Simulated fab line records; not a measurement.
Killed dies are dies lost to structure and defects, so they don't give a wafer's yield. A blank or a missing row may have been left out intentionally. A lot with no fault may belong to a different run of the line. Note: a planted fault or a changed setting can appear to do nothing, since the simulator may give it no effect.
The tool behind it: which one? + flow nand harc + 11 lots, 33 wafers sampled, at 6 steps of a route of 1302

WHAT THE GAUGES READ, wafer by wafer
NHARC_A_CHANNEL_HOLE_D2_INSPECT_40. Usual: 261 for raw defect count, sd 72.
| lot  | measured     | on                | raw defect count | flag |
|------|--------------|-------------------|------------------|------|
| L499 | day 14 11:47 | defect inspect-01 | 376 268 360      |      |
| L500 | day 14 13:59 | defect inspect-02 | 355 336 335      |      |
| L502 | day 15 16:02 | defect inspect-02 | 398 186 205      |      |
| L504 | day 16 17:10 | defect inspect-02 | 216 177 337      |      |
| L505 | day 16 21:18 | defect inspect-02 | 283 231 184      |      |
| L507 | day 18 08:26 | defect inspect-02 | 261 239 225      |      |
| L506 | day 18 12:32 | defect inspect-02 | 290 361 420      |      |
| L510 | day 19 13:24 | defect inspect-02 | 271 1474 354     | OFF  |
| L514 | day 21 07:08 | defect inspect-02 | 233 243 267      |      |
| L518 | day 22 18:28 | defect inspect-02 | 214 188 192      |      |
| L519 | day 23 08:05 | defect inspect-02 | 140 155 153      |      |

NHARC_END_SORT_01. Usual: killed at array 49, standard deviation 19; killed at other 0.9, standard deviation 1.1; killed at periphery 4.0, standard deviation 2.7; killed dies 54, standard deviation 19; killed open 3.3, standard deviation 1.8; killed short 2.6, standard deviation 1.6.
| lot  | measured     | on        | killed at array | killed at other | killed at periphery | killed dies | killed open | killed short | flag |
|------|--------------|-----------|-----------------|-----------------|---------------------|-------------|-------------|--------------|------|
| L499 | day 24 23:17 | prober-01 | 41 55 46        | 0 0 0           | 5 6 2               | 46 61 48    | 4 6 1       | 3 1 0        |      |
| L500 | day 25 07:05 | prober-01 | 86 78 69        | 0 0 0           | 5 10 2              | 91 88 71    | 3 2 5       | 1 3 0        |      |
| L502 | day 26 08:05 | prober-02 | 53 69 66        | 1 1 1           | 5 4 2               | 59 74 69    | 0 2 1       | 3 2 4        |      |
| L504 | day 27 22:02 | prober-01 | 41 39 33        | 0 1 3           | 0 1 3               | 41 41 39    | 0 2 3       | 0 4 7        |      |
| L505 | day 27 15:11 | prober-02 | 55 51 32        | 2 0 0           | 4 3 5               | 61 54 37    | 5 1 5       | 3 2 2        |      |
| L507 | day 28 22:21 | prober-02 | 39 40 31        | 2 0 0           | 4 9 3               | 45 49 34    | 2 2 3       | 3 1 0        |      |
| L506 | day 29 13:35 | prober-01 | 66 74 58        | 5 1 1           | 5 1 1               | 76 76 60    | 2 3 1       | 5 4 4        |      |
| L510 | day 31 03:23 | prober-01 | 61 158 67       | 1 2 0           | 2 0 1               | 64 160 68   | 3 2 3       | 2 3 1        |      |
| L514 | day 32 03:21 | prober-01 | 58 40 52        | 0 0 1           | 10 8 2              | 68 48 55    | 4 5 2       | 3 0 4        |      |
| L518 | day 33 11:19 | prober-02 | 23 12 27        | 0 0 0           | 5 4 1               | 28 16 28    | 4 3 0       | 5 0 2        |      |
| L519 | day 34 13:50 | prober-01 | 37 54 53        | 1 1 2           | 2 3 1               | 40 58 56    | 4 6 1       | 1 2 2        |      |

WHICH TOOL RAN EACH LOT (tool, then ch and the chambers of the sampled wafers, then the start)
| lot  | NHARC_A_CHANNEL_HOLE_D2_ETCH_34    | NHARC_A_CHANNEL_HOLE_D2_ETCH_26  | NHARC_A_CHANNEL_HOLE_D2_STRIP_28              | NHARC_A_CHANNEL_FILL_D2_ALD_14   |
|------|------------------------------------|----------------------------------|-----------------------------------------------|----------------------------------|
| L499 | rie diel-11 ch 0,1,2, day 14 05:19 | har etch-01 ch 0,1, day 14 09:51 | rie diel-07 ch 0,2,3, day 14 11:47 or earlier | ald hk-02 ch 1,2,3, day 14 18:35 |
| L500 | rie diel-07 ch 2,3, day 14 05:56   | har etch-02 ch 0,1, day 14 12:03 | rie diel-11 ch 0,2,3, day 14 13:59 or earlier | ald hk-03 ch 0,3, day 14 18:46   |
| L502 | rie diel-07 ch 1,2,3, day 15 08:08 | har etch-02 ch 0,1, day 15 14:08 | rie diel-07 ch 0,2,3, day 15 16:02 or earlier | ald hk-03 ch 0,1,2, day 16 02:48 |
| L504 | rie diel-11 ch 0,2,3, day 16 10:41 | har etch-01 ch 0,1, day 16 15:15 | rie diel-11 ch 0,3, day 16 17:10 or earlier   | ald hk-03 ch 0,2,3, day 17 00:23 |
| L505 | rie diel-07 ch 1,2, day 16 12:33   | har etch-01 ch 0,1, day 16 19:24 | rie diel-07 ch 1,2,3, day 16 21:18 or earlier | ald hk-03 ch 0,1,2, day 17 04:24 |
| L507 | rie diel-07 ch 0,2, day 18 01:59   | har etch-01 ch 0,1, day 18 06:29 | rie diel-03 ch 0,2,3, day 18 08:26 or earlier | ald hk-01 ch 0,1,2, day 18 15:44 |
| L506 | rie diel-03 ch 1,2,3, day 18 03:37 | har etch-01 ch 0,1, day 18 10:37 | rie diel-07 ch 0,1,2, day 18 12:32 or earlier | ald hk-03 ch 0,1,3, day 18 19:47 |
| L510 | rie diel-07 ch 0,1, day 19 05:35   | har etch-02 ch 0,1, day 19 11:20 | rie diel-11 ch 2,3, day 19 13:24 or earlier   | ald hk-02 ch 0,2,3, day 19 20:33 |
| L514 | rie diel-11 ch 0,2,3, day 20 20:47 | har etch-02 ch 0,1, day 21 05:04 | rie diel-07 ch 0,1,3, day 21 07:08 or earlier | ald hk-03 ch 0,1,3, day 21 16:41 |
| L518 | rie diel-07 ch 0,2,3, day 22 11:59 | har etch-02 ch 0,1, day 22 16:31 | rie diel-11 ch 0,1,3, day 22 18:28 or earlier | ald hk-01 ch 1,2,3, day 23 01:48 |
| L519 | rie diel-03 ch 0,2, day 23 01:39   | har etch-02 ch 0,1, day 23 06:14 | rie diel-11 ch 1,3, day 23 08:05 or earlier   | ald hk-02 ch 1,2, day 23 14:04   |
- NHARC_A_CHANNEL_HOLE_D2_ETCH_34: etches the open film in CF4/CHF3, target depth 154 nm, time 77 s.
- NHARC_A_CHANNEL_HOLE_D2_ETCH_26: etches the open film in C4F8/O2/Ar, time 224.1 s, target depth 300 nm.
- NHARC_A_CHANNEL_HOLE_D2_STRIP_28: strips in O2.
- NHARC_A_CHANNEL_FILL_D2_ALD_14: deposits SiO2, target thk 2.5 nm, pulse time 10 s, ald cycles 25.

WHAT THE TOOLS THEMSELVES READ (means of the sampled wafers that have a number; where no wafer has one, the mark that the record gives instead)
NHARC_A_CHANNEL_HOLE_D2_ETCH_34. Usual: drypump motor current A 5.7 A, standard deviation 0.45; oes product au 0.956 a.u., standard deviation 0.017; rf vpp V 371.4 V, standard deviation 2.2; showerhead plenum p Torr 1.59 Torr, standard deviation 0.064; throttle valve pct 16.803 %, standard deviation 0.0095.
| lot  | tool        | drypump motor current A (A) | oes product au (a.u.) | rf vpp V (V) | showerhead plenum p Torr (Torr) | throttle valve pct (%) | flag |
|------|-------------|-----------------------------|-----------------------|--------------|---------------------------------|------------------------|------|
| L499 | rie diel-11 | 5.6                         | 0.947                 | 371.8        | 1.62                            | 16.797                 |      |
| L500 | rie diel-07 | 6.3                         | 0.956                 | 370.2        | 1.55                            | 16.812                 |      |
| L502 | rie diel-07 | 5.9                         | 0.960                 | 371.3        | 1.60                            | 16.800                 |      |
| L504 | rie diel-11 | 5.5                         | 0.960                 | 371.2        | 1.58                            | 16.795                 |      |
| L505 | rie diel-07 | 6.0                         | 0.957                 | 370.1        | 1.57                            | 16.808                 |      |
| L507 | rie diel-07 | 6.1                         | 0.925                 | 370.5        | 1.56                            | 16.800                 |      |
| L506 | rie diel-03 | 5.5                         | 0.953                 | 372.4        | 1.61                            | 16.799                 |      |
| L510 | rie diel-07 | 5.3                         | 0.963                 | 374.0        | 1.66                            | 16.807                 |      |
| L514 | rie diel-11 | 5.5                         | 0.973                 | 371.1        | 1.57                            | 16.811                 |      |
| L518 | rie diel-07 | 6.0                         | 0.961                 | 372.2        | 1.58                            | 16.802                 |      |
| L519 | rie diel-03 | 5.7                         | 0.976                 | 370.0        | 1.53                            | 16.803                 |      |

NHARC_A_CHANNEL_HOLE_D2_ETCH_26. Usual: drypump motor current A 5.5 A, standard deviation 0.36; showerhead plenum p Torr 3.69 Torr, standard deviation 0.21; temp c -19.99 C, standard deviation 0.1; throttle valve pct 24.585 %, standard deviation 0.0097.
| lot  | tool        | drypump motor current A (A) | showerhead plenum p Torr (Torr) | temp c (C) | throttle valve pct (%) | flag |
|------|-------------|-----------------------------|---------------------------------|------------|------------------------|------|
| L499 | har etch-01 | 5.4                         | 3.59                            | -20.01     | 24.581                 |      |
| L500 | har etch-02 | 5.8                         | 3.45                            | -20.08     | 24.584                 |      |
| L502 | har etch-02 | 5.8                         | 3.44                            | -19.98     | 24.580                 |      |
| L504 | har etch-01 | 5.4                         | 3.58                            | -19.97     | 24.591                 |      |
| L505 | har etch-01 | 5.1                         | 3.65                            | -20.00     | 24.581                 |      |
| L507 | har etch-01 | 5.1                         | 3.63                            | -19.92     | 24.583                 |      |
| L506 | har etch-01 | 5.1                         | 3.63                            | -20.11     | 24.592                 |      |
| L510 | har etch-02 | 5.8                         | 3.98                            | -19.95     | 24.589                 |      |
| L514 | har etch-02 | 5.8                         | 3.96                            | -20.13     | 24.589                 |      |
| L518 | har etch-02 | 5.8                         | 3.95                            | -19.86     | 24.586                 |      |
| L519 | har etch-02 | 5.8                         | 3.94                            | -19.99     | 24.587                 |      |

NHARC_A_CHANNEL_HOLE_D2_STRIP_28. Usual: drypump motor current A 5.7 A, standard deviation 0.42; oes product au 0.995 a.u., standard deviation 0.01; rf vpp V 57.8 V, standard deviation 0.92; showerhead plenum p Torr 3.58 Torr, standard deviation 0.15; throttle valve pct 17.035 %, standard deviation 0.0092.
| lot  | tool        | drypump motor current A (A) | oes product au (a.u.) | rf vpp V (V) | showerhead plenum p Torr (Torr) | throttle valve pct (%) | flag |
|------|-------------|-----------------------------|-----------------------|--------------|---------------------------------|------------------------|------|
| L499 | rie diel-07 | 6.0                         | 0.993                 | 58.0         | 3.56                            | 17.039                 |      |
| L500 | rie diel-11 | 5.5                         | 0.986                 | 57.9         | 3.54                            | 17.039                 |      |
| L502 | rie diel-07 | 6.0                         | 0.994                 | 56.7         | 3.55                            | 17.036                 |      |
| L504 | rie diel-11 | 5.6                         | 1.006                 | 57.4         | 3.42                            | 17.041                 |      |
| L505 | rie diel-07 | 5.9                         | 0.985                 | 57.0         | 3.58                            | 17.037                 |      |
| L507 | rie diel-03 | 5.8                         | 0.985                 | 57.8         | 3.54                            | 17.038                 |      |
| L506 | rie diel-07 | 5.7                         | 0.993                 | 57.8         | 3.61                            | 17.036                 |      |
| L510 | rie diel-11 | 5.2                         | 0.995                 | 58.4         | 3.65                            | 17.041                 |      |
| L514 | rie diel-07 | 5.6                         | 0.994                 | 58.0         | 3.66                            | 17.029                 |      |
| L518 | rie diel-11 | 5.7                         | 0.998                 | 57.2         | 3.51                            | 17.040                 |      |
| L519 | rie diel-11 | 5.8                         | 0.998                 | 56.8         | 3.61                            | 17.033                 |      |

NHARC_A_CHANNEL_FILL_D2_ALD_14. Usual: heater power w 472 W, standard deviation 37; precursor pulse height rel 1.002, standard deviation 0.022.
| lot  | tool      | heater power w (W) | precursor pulse height rel | flag |
|------|-----------|--------------------|----------------------------|------|
| L499 | ald hk-02 | 446                | 0.985                      |      |
| L500 | ald hk-03 | 456                | 0.993                      |      |
| L502 | ald hk-03 | 465                | 1.015                      |      |
| L504 | ald hk-03 | 463                | 0.990                      |      |
| L505 | ald hk-03 | 469                | 1.008                      |      |
| L507 | ald hk-01 | 532                | 1.016                      |      |
| L506 | ald hk-03 | 468                | 0.991                      |      |
| L510 | ald hk-02 | 474                | 1.000                      |      |
| L514 | ald hk-03 | 460                | 1.000                      |      |
| L518 | ald hk-01 | 499                | 0.999                      |      |
| L519 | ald hk-02 | 465                | 1.009                      |      |

THE ANSWER, worked out from the rows above alone
Rule: lot off if the mean of its wafers having a number is beyond 3 standard deviations from the usual mean. A lot without any number at a reading at which 4 lots or more have one is off too. Any other lot the step has rows for is counted as sound. After the gauges, taken in route order, come the tools' own readings; for these a lot's mean is taken, as printed above. The first step at which some lot is off is used, and at that step the reading that is off furthest; a lot without a number counts as furthest.
Off, at NHARC_A_CHANNEL_HOLE_D2_INSPECT_40 on raw defect count: L510.
A tool fits if, at a process step before that reading, it ran every lot that is off, and no sound lot after the first of them. Those tools and the gauges at NHARC_A_CHANNEL_HOLE_D2_INSPECT_40 are tried in the same way. NHARC_A_CHANNEL_HOLE_D2_STRIP_28: start missing for some lots; hours and lot order therefore follow NHARC_A_CHANNEL_HOLE_D2_INSPECT_40. None of those tried fits.

WHAT THE SIMULATOR HAD PUT IN
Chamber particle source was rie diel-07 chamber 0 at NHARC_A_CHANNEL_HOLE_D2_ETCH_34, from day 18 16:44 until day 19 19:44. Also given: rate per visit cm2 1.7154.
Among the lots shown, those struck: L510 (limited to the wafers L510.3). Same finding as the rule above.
